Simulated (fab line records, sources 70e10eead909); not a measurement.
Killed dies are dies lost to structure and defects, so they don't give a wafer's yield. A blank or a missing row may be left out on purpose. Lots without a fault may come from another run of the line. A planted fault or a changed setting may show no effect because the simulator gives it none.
Chamber matching | flow nand_harc | NHARC_A_CHANNEL_FILL_D1_ALD_25 on ald_hk-01: 4 sister chambers
The step deposits SiOx, target thk 60 nm, pulse time 10 s, ald cycles 600. 4 wafers are shown with their chamber, then 10 later ones without.

WAFERS WITH THEIR CHAMBER
wafer  | chamber | heater_power_w (W)
L084.5 | 2       | 525
L086.6 | 3       | 467
L088.1 | 0       | 599
L088.2 | 1       | 441

WAFERS WITHOUT THEIR CHAMBER
wafer  | heater_power_w (W)
L088.3 | 518
L091.1 | 592
L091.3 | 453
L091.5 | 514
L092.1 | 541
L092.2 | 602
L092.5 | 522
L097.1 | 451
L097.2 | 529
L097.3 | 590

WHICH CHAMBER EACH WENT THROUGH
wafer  | from the rows above     | in truth
L088.3 | 2                       | 2
L091.1 | 0                       | 0
L091.3 | can't be placed: 1 or 3 | 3
L091.5 | 2                       | 2
L092.1 | 2                       | 2
L092.2 | 0                       | 0
L092.5 | 2                       | 2
L097.1 | can't be placed: 1 or 3 | 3
L097.2 | 2                       | 2
L097.3 | 0                       | 0
Placed correctly: 8 of 10. Can't be placed from these rows: 2 (the true chamber is among the candidates in 2). Placed wrongly: 0.
How it was worked out, from the rows above alone: a wafer's distance from a chamber is the root of the sum, over the readings, of the square of ((its reading less the chamber's mean) divided by the reading's scatter). The wafer belongs to the nearest chamber; if the next one is less than 2 further off, it can't be placed. A chamber's mean is the mean of its shown wafers. The scatter: with one shown wafer a chamber, the root of the mean of the squares of how far each hidden wafer lies from its nearest shown one.
